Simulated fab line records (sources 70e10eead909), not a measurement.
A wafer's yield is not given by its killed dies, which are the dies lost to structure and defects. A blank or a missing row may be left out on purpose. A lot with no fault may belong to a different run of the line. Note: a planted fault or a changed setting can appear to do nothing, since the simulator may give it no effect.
Matching of chambers -- flow nand harc -- 4 sister chambers for NHARC_A_BLC_STRIP_21 on rie diel-07
The step strips in O2. 4 wafers are shown with their chamber, then 7 later ones without.

== WAFERS, EACH WITH ITS CHAMBER ==
wafer,chamber,drypump motor current A (A)
L287.3,2,6.4
L291.5,0,5.4
L300.2,3,5.2
L300.3,1,6.4

== WAFERS WITHOUT THEIR CHAMBER ==
wafer,drypump motor current A (A)
L300.5,5.2
L302.1,6.4
L302.4,6.4
L302.5,5.5
L304.2,6.4
L304.4,6.4
L304.5,5.5

== CHAMBER TAKEN BY EACH ==
wafer,from the rows above,in truth
L300.5,3,3
L302.1,can't be placed: 1 or 2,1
L302.4,can't be placed: 1 or 2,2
L302.5,0,0
L304.2,can't be placed: 1 or 2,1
L304.4,can't be placed: 1 or 2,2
L304.5,0,0
Placed correctly: 3 of 7. Unplaceable from these rows: 4, with the true chamber sitting among the candidates in 4. 0 placed wrongly.
How it was worked out, from the rows above alone: a wafer's distance from a chamber is the root of the sum, over the readings, of the square of ((its reading less the chamber's mean) divided by the reading's scatter). The wafer belongs to the nearest chamber; if the next one is less than 2 further off, it can't be placed. A chamber's mean is the mean of its shown wafers. The scatter (one wafer shown for each chamber): square how far every hidden wafer sits from the nearest shown wafer, average those squares and take the square root.
